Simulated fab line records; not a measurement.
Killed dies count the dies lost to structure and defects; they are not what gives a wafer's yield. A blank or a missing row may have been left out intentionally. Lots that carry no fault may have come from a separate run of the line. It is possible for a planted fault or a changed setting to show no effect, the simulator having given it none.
fab line records	flow n5-finfet	part 1 of 2: steps 1 to 21 of 28
[record] lots = 5	wafers = 15	last-day = 17
route steps=1938 shown BEOL_M6@1210
lots untouched by any fault: they come from a run of this same line in which no faults occurred
start-h: hours from the record's first day to the start of the lot's first wafer shown	wait-h: hours elapsed since this lot's preceding step	" the same as in the row above	L1.1+2: a single row standing in for several wafers	- value missing, or start not given	* or withheld: withheld	< > ~ a bound
route shown NAME@n: names a module that has steps shown in the file, with the first one's number in the route	usual: mean/standard deviation of fault-free wafers	same: alike in all rows	chamber/n: place in a boat	sites: the reading at each site	_std_site: standard deviation across them	_edge_site: outer sites' mean less inner sites'	radius-mm: for every site, how far away it sits from the centre of the wafer	mask NAME#n: copy n	behind: the tool/chamber that last shaped the wafer	hold: why the lot was held/for how many hours/how that ended	device: names the non-switching transistor (n, p or np)	end of line: the tests these same wafers got at the end of their route	for a step that has no rows: nothing shown but its recipe	killed: count of dies lost to structure and defects at first sort (not the wafer's yield)	map: a wafer's dies, x killed, . not, _ none there
set.NAME: the run value of the setting; set.NAME@STEP: its run value at that earlier step	model.NAME: the simulator's own value behind a step, which no gauge read
a table for each step, a row for each wafer; lots at some steps of the route
services: a tool's chamber out of use, with start hour (start-h, from the record's first day; less than 0 if before it), hours out, and reason
[[steps]]
[step N5_BEOL_M6_DESCUM_16]
[recipe] chemistry = O2	time-s = 7.9	source-power-w = 50	bias-power-w = 20	pressure-mtorr = 20	rf-frequency-hz = 2.712e+07	temp-c = 40	resist = CAR-ArF	o2-flow-sccm = 225
[usual] drypump-motor-current-A = 5.5/0.38	oes-product-au = 0.80/0.084	rf-vpp-V = 243.1/1.4	showerhead-plenum-p-Torr = 2.09/0.083	throttle-valve-pct = 20.4/0.31
lot.wafer	tool	chamber	start-h	wait-h	drypump-motor-current-A	oes-product-au	rf-hours-counter-h	rf-vpp-V	showerhead-plenum-p-Torr	throttle-valve-pct
L082.4	rie-diel-05	0	232.50	0.0	4.8	0.70	213	240.7	1.96	20.4
L082.5	"	0	"	"	4.8	0.70	-	241.3	1.96	20.4
L082.6	"	3	"	"	5.0	0.69	-	243.6	2.15	20.5
L089.2	rie-diel-01	1	279.11	0.0	5.2	0.73	184	242.5	2.06	20.5
L089.3	"	0	"	"	6.0	0.86	70	242.7	2.01	20.1
L089.5	"	2	"	"	5.4	0.79	-	243.6	2.15	20.7
L093.1	rie-diel-04	3	306.45	0.0	5.1	0.83	50	244.8	2.14	20.0
L093.4	"	2	"	"	5.7	0.88	30	244.3	2.11	20.4
L093.6	"	0	"	"	6.0	0.84	-	243.1	2.12	20.2
L094.2	rie-diel-04	1	307.63	0.4	5.6	0.92	36	245.6	2.19	20.1
L094.3	"	0	"	"	6.0	0.83	58	243.7	2.12	20.2
L094.4	"	2	"	"	5.7	0.87	30	243.2	2.11	20.4
L097.1	rie-diel-01	2	324.29	0.0	5.4	0.78	120	244.8	2.15	20.7
L097.2	"	3	"	"	5.9	0.67	244	244.4	2.18	20.8
L097.4	"	0	"	"	6.0	0.85	84	242.7	2.00	20.1
[step N5_BEOL_M6_ETCH_61]
[recipe] chemistry = CF4	target = SiARC	target-depth-a = 455	mask-material = CAR-ArF	time-s = 75.8	ion-energy-ev = 80	pressure-mtorr = 40	source-w = 545	bias-w = 36	Ar_flow_sccm = 100	cf4-flow-sccm = 100	ends = cleared
[usual] drypump-motor-current-A = 5.5/0.38	etch-rf-on-time-s = 77.0/3	oes-product-au = 0.68/0.07	rf-vpp-V = 184.0/1.2	showerhead-plenum-p-Torr = 2.14/0.071	throttle-valve-pct = 15.55/0.27
lot.wafer	tool	chamber	start-h	wait-h	drypump-motor-current-A	etch-rf-on-time-s	oes-product-au	rf-hours-counter-h	rf-vpp-V	showerhead-plenum-p-Torr	throttle-valve-pct
L082.4	rie-diel-05	0	232.54	0.0	4.9	74.7	0.60	213	184.6	2.04	15.88
L082.5	"	0	"	"	4.9	75.1	0.59	-	182.1	2.04	15.89
L082.6	"	3	"	"	5.0	72.9	0.60	-	186.6	2.19	15.79
L089.2	rie-diel-01	1	279.15	0.0	5.2	79.5	0.60	184	183.0	2.12	15.74
L089.3	"	0	"	"	6.0	80.5	0.71	70	182.8	2.09	15.45
L089.5	"	2	"	"	5.4	75.7	0.68	-	183.4	2.16	15.50
L093.1	rie-diel-04	3	306.49	0.0	5.0	72.1	0.74	50	183.7	2.17	15.09
L093.4	"	2	"	"	5.7	79.0	0.74	30	185.2	2.19	15.68
L093.6	"	0	"	"	6.0	78.6	0.70	-	184.2	2.17	15.37
L094.2	rie-diel-04	1	307.67	0.0	5.6	78.7	0.75	36	184.9	2.26	15.36
L094.3	"	0	"	"	6.0	79.3	0.70	58	185.0	2.17	15.37
L094.4	"	2	"	"	5.7	79.8	0.74	30	185.6	2.19	15.67
L097.1	rie-diel-01	2	324.32	0.0	5.4	73.3	0.68	120	184.9	2.15	15.57
L097.2	"	3	"	"	5.9	78.0	0.57	244	183.0	2.19	15.81
L097.4	"	0	"	"	6.0	79.8	0.70	84	182.7	2.09	15.46
[step N5_BEOL_M6_ETCH_62]
[recipe] chemistry = N2/H2	target = SOC	target-depth-a = 1100	overetch-a = 220	mask-material = SiARC	temp-c = 40	time-s = 165	ion-energy-ev = 200	pressure-mtorr = 30	source-w = 840	bias-w = 150	n2-flow-sccm = 200	h2-flow-sccm = 200
[usual] drypump-motor-current-A = 5.5/0.38	oes-product-au = 0.68/0.068	rf-vpp-V = 523.8/2.7	showerhead-plenum-p-Torr = 2.54/0.091	throttle-valve-pct = 17.76/0.27
lot.wafer	tool	chamber	start-h	wait-h	drypump-motor-current-A	oes-product-au	rf-hours-counter-h	rf-vpp-V	showerhead-plenum-p-Torr	throttle-valve-pct
L082.4	rie-diel-05	0	232.59	0.0	4.9	0.58	214	521.1	2.43	18.10
L082.5	"	0	"	"	4.9	0.59	-	519.2	2.43	18.12
L082.6	"	3	"	"	5.0	0.57	-	524.4	2.60	17.77
L089.2	rie-diel-01	1	279.21	0.0	5.2	0.61	184	523.3	2.52	17.96
L089.3	"	0	"	"	6.0	0.73	70	522.1	2.45	17.57
L089.5	"	2	"	"	5.4	0.68	-	524.9	2.55	17.61
L093.1	rie-diel-04	3	306.54	0.0	5.0	0.71	50	526.3	2.60	17.42
L093.4	"	2	"	"	5.7	0.75	30	525.4	2.56	17.71
L093.6	"	0	"	"	6.0	0.71	-	523.2	2.58	17.54
L094.2	rie-diel-04	1	307.72	0.0	5.6	0.76	37	527.9	2.72	17.76
L094.3	"	0	"	"	6.0	0.71	58	525.0	2.58	17.53
L094.4	"	2	"	"	5.7	0.75	30	525.4	2.56	17.72
L097.1	rie-diel-01	2	324.38	0.0	5.4	0.67	120	524.5	2.54	17.63
L097.2	"	3	"	"	5.9	0.58	244	525.4	2.62	18.06
L097.4	"	0	"	"	6.0	0.71	84	522.0	2.45	17.61
[step N5_BEOL_M6_STRIP_68]
[recipe] chemistry = N2/H2	temp-c = 40	n2-flow-sccm = 200	h2-flow-sccm = 200	rf-frequency-hz = 6e+07
lot.wafer	tool	chamber	start-h	wait-h
L082.4+5+6	rie-diel-05	0,0,3	232.73	0.1
L089.2+3+5	rie-diel-01	1,0,2	279.34	0.1
L093.1+4+6	rie-diel-04	3,2,0	306.68	0.1
L094.2+3+4	rie-diel-04	1,0,2	307.86	0.1
L097.1+2+4	rie-diel-01	2,3,0	324.51	0.1
[step N5_BEOL_M6_STRIP_67]
[recipe] chemistry = CF4	resist = SiARC	power-w = 300	bias-power-w = 75	pressure-mtorr = 50	cf4-flow-sccm = 150	rf-frequency-hz = 6e+07
[usual] drypump-motor-current-A = 5.5/0.38	oes-product-au = 0.80/0.08	rf-vpp-V = 271.2/1.7	showerhead-plenum-p-Torr = 1.79/0.053	throttle-valve-pct = 13.51/0.3
lot.wafer	tool	chamber	start-h	wait-h	drypump-motor-current-A	oes-product-au	rf-hours-counter-h	rf-vpp-V	showerhead-plenum-p-Torr	throttle-valve-pct
L082.4	rie-diel-05	0	232.74	0.0	4.9	0.70	214	269.2	1.73	13.94
L082.5	"	0	"	"	4.9	0.69	-	269.1	1.73	13.96
L082.6	"	3	"	"	5.0	0.68	-	271.2	1.85	13.86
L089.2	rie-diel-01	1	279.35	0.0	5.2	0.73	184	272.0	1.77	13.70
L089.3	"	0	"	"	6.0	0.86	70	270.6	1.76	13.45
L089.5	"	2	"	"	5.4	0.80	-	271.7	1.80	13.47
L093.1	rie-diel-04	3	306.69	0.0	5.0	0.83	50	271.5	1.81	13.08
L093.4	"	2	"	"	5.7	0.88	30	271.5	1.83	13.57
L093.6	"	0	"	"	6.0	0.84	-	270.6	1.79	13.23
L094.2	rie-diel-04	1	307.87	0.0	5.6	0.90	37	273.4	1.87	13.25
L094.3	"	0	"	"	6.0	0.83	58	273.1	1.80	13.21
L094.4	"	2	"	"	5.7	0.89	30	271.5	1.83	13.56
L097.1	rie-diel-01	2	324.52	0.0	5.4	0.79	120	271.2	1.80	13.52
L097.2	"	3	"	"	5.9	0.69	244	270.8	1.83	13.82
L097.4	"	0	"	"	6.0	0.85	84	269.3	1.76	13.47
[step N5_BEOL_M6_HM_OPEN_17]
[recipe] chemistry = Cl2/BCl3	target-depth-a = 200	overetch-a = 60	target = TiN	mask-material = SOC	ion-energy-ev = 150	pressure-mtorr = 10	icp-w = 1000	bias-w = 126	Cl2_flow_sccm = 53.25	bcl3-flow-sccm = 21.75	Ar_flow_sccm = 25
[usual] drypump-motor-current-A = 5.9/0.43	oes-product-au = 0.65/0.065	throttle-valve-pct = 22.36/0.22
lot.wafer	tool	chamber	start-h	wait-h	drypump-motor-current-A	oes-product-au	rf-hours-counter-h	throttle-valve-pct
L082.4	rie-metal-01	0	232.81	0.1	5.6	0.63	-	22.28
L082.5	"	1	"	"	4.9	0.67	-	21.99
L082.6	"	0	"	"	5.6	0.63	-	22.27
L089.2	rie-metal-01	0	279.39	0.0	5.6	0.62	57	22.30
L089.3	"	1	"	"	4.9	0.66	-	22.00
L089.5	"	0	"	"	5.6	0.62	-	22.29
L093.1	rie-metal-03	1	306.73	0.0	6.0	0.53	114	22.25
L093.4	"	1	"	"	6.0	0.54	-	22.24
L093.6	"	1	"	"	6.0	0.53	-	22.22
L094.2	rie-metal-02	1	307.91	0.0	6.3	0.65	39	22.45
L094.3	"	0	"	"	5.9	0.60	-	22.57
L094.4	"	1	"	"	6.3	0.66	-	22.45
L097.1	rie-metal-03	0	324.56	0.0	5.8	0.72	24	22.34
L097.2	"	1	"	"	6.1	0.87	0	21.77
L097.4	"	1	"	"	6.1	0.88	-	21.78
[step N5_BEOL_M6_STRIP_19]
[recipe] chemistry = O2	power-w = 400	temp-c = 40	pressure-mtorr = 30	rf-frequency-hz = 6e+07	bias-power-w = 0	overash-fraction = 0.2	o2-flow-sccm = 225
[usual] drypump-motor-current-A = 5.5/0.36	oes-product-au = 0.80/0.083	rf-vpp-V = 3.7/0.64	showerhead-plenum-p-Torr = 2.09/0.086	throttle-valve-pct = 16.64/0.27
lot.wafer	tool	chamber	start-h	wait-h	drypump-motor-current-A	oes-product-au	rf-hours-counter-h	rf-vpp-V	showerhead-plenum-p-Torr	throttle-valve-pct
L082.4	rie-diel-01	1	232.93	0.1	5.2	0.75	173	3.3	2.07	16.71
L082.5	"	0	"	"	6.0	0.88	-	4.5	2.02	16.29
L082.6	"	1	"	"	5.2	0.75	-	3.5	2.06	16.74
L089.2	rie-diel-04	2	279.54	0.1	5.7	0.90	21	3.8	2.12	16.61
L089.3	"	3	"	"	5.0	0.85	40	3.3	2.14	16.20
L089.5	"	2	"	"	5.7	0.90	-	3.9	2.12	16.60
L093.1	rie-diel-05	1	306.94	0.2	5.6	0.74	120	3.6	2.02	16.52
L093.4	"	2	"	"	5.7	0.71	-	3.8	1.92	17.20
L093.6	"	1	"	"	5.6	0.75	-	3.7	2.02	16.53
L094.2	rie-diel-01	3	308.06	0.1	5.9	0.68	239	4.3	2.18	17.02
L094.3	"	1	"	"	5.2	0.73	196	3.3	2.06	16.76
L094.4	"	0	"	"	6.0	0.85	81	2.4	2.01	16.35
L097.1	rie-diel-04	3	325.00	0.4	5.1	0.82	57	3.9	2.14	16.23
L097.2	"	1	"	"	5.6	0.90	42	3.0	2.20	16.37
L097.4	"	2	"	"	5.7	0.87	37	4.6	2.11	16.66
[step N5_BEOL_M6_CD_MEAS_18]
[recipe] pitch-nm = 80	target-cd-nm = 40
[usual] cd-nm = 39.5/0.8
lot.wafer	tool	chamber	start-h	wait-h	cd-nm
L082.4	cd-sem-03	-	233.00	0.1	39.7
L082.5	"	-	"	"	38.8
L082.6	"	-	"	"	40.2
L089.2	cd-sem-03	-	279.61	0.1	39.5
L089.3	"	-	"	"	38.3
L089.5	"	-	"	"	39.7
L093.1	cd-sem-03	-	307.01	0.0	41.6
L093.4	"	-	"	"	39.4
L093.6	"	-	"	"	39.4
L094.2	cd-sem-03	-	308.13	0.1	39.4
L094.3	"	-	"	"	38.9
L094.4	"	-	"	"	39.2
L097.1	cd-sem-01	-	325.07	0.0	39.1
L097.2	"	-	"	"	38.6
L097.4	"	-	"	"	37.2
[step N5_BEOL_M6_COAT_63]
[recipe] resist = SOC	temp-c = 250	time-s = 60	spin-rpm = 1500	resist-thk-nm = 60
[usual] plate-temp-C = 249.96/0.18
lot.wafer	tool	chamber	start-h	wait-h	plate-temp-C
L082.4	litho-track-02	0	233.56	0.6	250.10
L082.5	"	0	"	"	250.08
L082.6	"	0	"	"	250.44
L089.2	litho-track-03	0	280.78	1.2	249.81
L089.3	"	0	"	"	249.95
L089.5	"	0	"	"	250.06
L093.1	litho-track-03	0	309.47	2.5	249.75
L093.4	"	0	"	"	249.81
L093.6	"	0	"	"	250.11
L094.2	litho-track-04	0	309.48	1.3	249.92
L094.3	"	0	"	"	249.93
L094.4	"	0	"	"	249.86
L097.1	litho-track-04	0	326.94	1.9	249.93
L097.2	"	0	"	"	250.12
L097.4	"	0	"	"	250.14
[step N5_BEOL_M6_COAT_64]
[recipe] resist = SiARC	temp-c = 220	time-s = 60	spin-rpm = 1500	resist-thk-nm = 12
[usual] plate-temp-C = 220.00/0.18
lot.wafer	tool	chamber	start-h	wait-h	plate-temp-C
L082.4	litho-track-02	0	-	-	220.00
L082.5	"	0	"	"	220.28
L082.6	"	0	"	"	219.94
L089.2	litho-track-03	0	-	-	219.80
L089.3	"	0	"	"	219.91
L089.5	"	0	"	"	219.81
L093.1	litho-track-03	0	-	-	219.61
L093.4	"	0	"	"	219.87
L093.6	"	0	"	"	219.99
L094.2	litho-track-04	0	-	-	219.90
L094.3	"	0	"	"	220.23
L094.4	"	0	"	"	219.96
L097.1	litho-track-04	0	-	-	219.85
L097.2	"	0	"	"	219.70
L097.4	"	0	"	"	219.67
[step N5_BEOL_M6_COAT_71]
[recipe] resist = underlayer	temp-c = 205	time-s = 60	spin-rpm = 1500	resist-thk-nm = 5
[usual] plate-temp-C = 204.97/0.17
lot.wafer	tool	chamber	start-h	wait-h	plate-temp-C
L082.4	litho-track-02	0	-	-	205.03
L082.5	"	0	"	"	204.86
L082.6	"	0	"	"	205.14
L089.2	litho-track-03	0	-	-	205.05
L089.3	"	0	"	"	205.16
L089.5	"	0	"	"	204.82
L093.1	litho-track-03	0	-	-	204.71
L093.4	"	0	"	"	204.97
L093.6	"	0	"	"	205.05
L094.2	litho-track-04	0	-	-	205.40
L094.3	"	0	"	"	205.15
L094.4	"	0	"	"	204.98
L097.1	litho-track-04	0	-	-	204.93
L097.2	"	0	"	"	205.08
L097.4	"	0	"	"	205.06
[step N5_BEOL_M6_COAT_22]
[recipe] resist = CAR-EUV	spin-rpm = 1500	resist-thk-nm = 30
lot.wafer	tool	chamber	start-h	wait-h
L082.4+5+6	litho-track-02	0	-	-
L089.2+3+5	litho-track-03	0	-	-
L093.1+4+6	litho-track-03	0	-	-
L094.2+3+4	litho-track-04	0	-	-
L097.1+2+4	litho-track-04	0	-	-
[step N5_BEOL_M6_EBR_24]
[recipe] solvent = PGMEA	ebr-width-mm = 1.5
lot.wafer	tool	chamber	start-h	wait-h
L082.4+5+6	litho-track-02	0	-	-
L089.2+3+5	litho-track-03	0	-	-
L093.1+4+6	litho-track-03	0	-	-
L094.2+3+4	litho-track-04	0	-	-
L097.1+2+4	litho-track-04	0	-	-
[step N5_BEOL_M6_SOFTBAKE_23]
[recipe] temp-c = 110	time-s = 60	resist = CAR-EUV
[usual] plate-temp-C = 110.02/0.13
lot.wafer	tool	chamber	start-h	wait-h	plate-temp-C
L082.4	litho-track-02	0	-	-	110.31
L082.5	"	0	"	"	109.98
L082.6	"	0	"	"	109.95
L089.2	litho-track-03	0	-	-	110.14
L089.3	"	0	"	"	110.00
L089.5	"	0	"	"	110.00
L093.1	litho-track-03	0	-	-	109.79
L093.4	"	0	"	"	109.74
L093.6	"	0	"	"	109.83
L094.2	litho-track-04	0	-	-	110.08
L094.3	"	0	"	"	110.04
L094.4	"	0	"	"	110.35
L097.1	litho-track-04	0	-	-	109.94
L097.2	"	0	"	"	109.98
L097.4	"	0	"	"	110.02
[step N5_BEOL_M6_EXPOSE_25]
[recipe] mask-id = V5	na = 0.33	source-shape = annular	sigma-inner = 0.4	sigma-outer = 0.8	polarization = unpolarized	target-cd-nm = 40	dose-mj = 45
[same] sigma-outer = 0.8
lot.wafer	tool	chamber	start-h	wait-h	mask
L082.4+5+6	euv-scanner-02	0	233.72	-	V5#0
L089.2+3+5	euv-scanner-02	0	281.05	-	V5#0
L093.1+4+6	euv-scanner-02	0	309.61	-	V5#0
L094.2+3+4	euv-scanner-01	0	309.83	-	V5#0
L097.1+2+4	euv-scanner-01	0	327.20	-	V5#0
[step N5_BEOL_M6_PEB_26]
[recipe] peb-temp-c = 100	peb-time-s = 60	resist = CAR-EUV
[usual] plate-temp-C = 100.00/0.14
lot.wafer	tool	chamber	start-h	wait-h	plate-temp-C
L082.4	litho-track-02	0	233.77	0.0	99.90
L082.5	"	0	"	"	99.91
L082.6	"	0	"	"	99.73
L089.2	litho-track-03	0	281.11	0.1	100.01
L089.3	"	0	"	"	100.03
L089.5	"	0	"	"	100.05
L093.1	litho-track-04	0	309.68	0.1	99.80
L093.4	"	0	"	"	99.84
L093.6	"	0	"	"	100.09
L094.2	litho-track-04	0	309.89	0.1	100.06
L094.3	"	0	"	"	99.98
L094.4	"	0	"	"	100.04
L097.1	litho-track-03	0	327.27	0.1	100.17
L097.2	"	0	"	"	100.07
L097.4	"	0	"	"	99.86
[step N5_BEOL_M6_DEVELOP_27]
[recipe] develop-time-s = 30	developer = TMAH	resist = CAR-EUV	rinse-liquid = surfactant-rinse	dry = air-spin	dev-temp-c = 23
lot.wafer	tool	chamber	start-h	wait-h
L082.4+5+6	litho-track-02	0	-	-
L089.2+3+5	litho-track-03	0	-	-
L093.1+4+6	litho-track-04	0	-	-
L094.2+3+4	litho-track-04	0	-	-
L097.1+2+4	litho-track-03	0	-	-
[step N5_BEOL_M6_CD_MEAS_28]
[recipe] target-cd-nm = 40	landing-energy-ev = 500	detector = se-inlens
[usual] cd-nm = 39.98/0.22
lot.wafer	tool	chamber	start-h	wait-h	cd-nm
L082.4	cd-sem-02	0	233.83	-	39.69
L082.5	"	0	"	"	39.93
L082.6	"	0	"	"	39.57
L089.2	cd-sem-03	0	281.18	-	39.99
L089.3	"	0	"	"	40.46
L089.5	"	0	"	"	40.03
L093.1	cd-sem-03	0	309.74	-	39.91
L093.4	"	0	"	"	39.95
L093.6	"	0	"	"	40.00
L094.2	cd-sem-03	0	309.96	-	39.94
L094.3	"	0	"	"	40.13
L094.4	"	0	"	"	39.93
L097.1	cd-sem-02	0	327.34	-	40.17
L097.2	"	0	"	"	40.12
L097.4	"	0	"	"	40.31
[step N5_BEOL_M6_OVL_MEAS_29]
[recipe] points-per-wafer = 522
[usual] V5_OVL = 0.1/0.54
lot.wafer	tool	chamber	start-h	wait-h	V5_OVL[nm]
L082.4	overlay-01	0	233.88	0.0	0.1
L082.5	"	0	"	"	-0.7
L082.6	"	0	"	"	0.0
L089.2	overlay-01	0	281.21	0.0	0.5
L089.3	"	0	"	"	0.3
L089.5	"	0	"	"	0.3
L093.1	overlay-02	0	309.77	0.0	0.6
L093.4	"	0	"	"	1.3
L093.6	"	0	"	"	1.5
L094.2	overlay-02	0	309.99	0.0	0.5
L094.3	"	0	"	"	0.5
L094.4	"	0	"	"	0.1
L097.1	overlay-01	0	327.37	0.0	0.5
L097.2	"	0	"	"	-0.3
L097.4	"	0	"	"	-1.3
[step N5_BEOL_M6_INSPECT_30]
[recipe] mode = adi	inspect-instrument = brightfield
[usual] raw-defect-count = 390/86
lot.wafer	tool	chamber	start-h	wait-h	raw-defect-count
L082.4	defect-inspect-01	-	233.92	0.0	452
L082.5	"	-	"	"	323
L082.6	"	-	"	"	212
L089.2	defect-inspect-02	-	281.33	0.1	331
L089.3	"	-	"	"	562
L089.5	"	-	"	"	347
L093.1	defect-inspect-02	-	309.83	0.1	304
L093.4	"	-	"	"	346
L093.6	"	-	"	"	284
L094.2	defect-inspect-02	-	310.05	0.0	528
L094.3	"	-	"	"	462
L094.4	"	-	"	"	500
L097.1	defect-inspect-02	-	327.43	0.1	500
L097.2	"	-	"	"	255
L097.4	"	-	"	"	372
[step N5_BEOL_M6_DESCUM_33]
[recipe] chemistry = O2	time-s = 7	source-power-w = 50	bias-power-w = 20	pressure-mtorr = 20	rf-frequency-hz = 2.712e+07	temp-c = 40	resist = CAR-EUV	o2-flow-sccm = 225
[usual] drypump-motor-current-A = 5.5/0.38	oes-product-au = 0.80/0.083	rf-vpp-V = 242.9/1.5	showerhead-plenum-p-Torr = 2.08/0.086	throttle-valve-pct = 20.4/0.31
lot.wafer	tool	chamber	start-h	wait-h	drypump-motor-current-A	oes-product-au	rf-hours-counter-h	rf-vpp-V	showerhead-plenum-p-Torr	throttle-valve-pct
L082.4	rie-diel-04	1	233.95	0.0	5.6	0.99	10	244.7	2.20	20.0
L082.5	"	3	"	"	5.0	0.88	-	244.1	2.15	19.9
L082.6	"	0	"	"	6.0	0.87	-	244.1	2.13	20.2
L089.2	rie-diel-04	3	281.37	0.0	5.1	0.84	41	244.6	2.14	19.9
L089.3	"	2	"	"	5.7	0.89	21	243.9	2.12	20.4
L089.5	"	2	"	"	5.7	0.89	-	243.7	2.12	20.4
L093.1	rie-diel-05	2	309.98	0.1	5.7	0.72	194	241.0	1.92	21.0
L093.4	"	1	"	"	5.6	0.74	-	242.8	2.02	20.3
L093.6	"	0	"	"	4.9	0.68	-	241.3	1.95	20.4
L094.2	rie-diel-05	2	310.38	0.3	5.7	0.72	194	238.6	1.92	21.0
L094.3	"	1	"	"	5.6	0.74	122	240.8	2.02	20.3
L094.4	"	1	"	"	5.6	0.74	-	241.6	2.02	20.2
L097.1	rie-diel-01	3	327.53	0.1	5.9	0.68	246	242.8	2.18	20.8
L097.2	"	2	"	"	5.4	0.78	122	243.6	2.14	20.7
L097.4	"	1	"	"	5.2	0.74	204	242.9	2.05	20.5
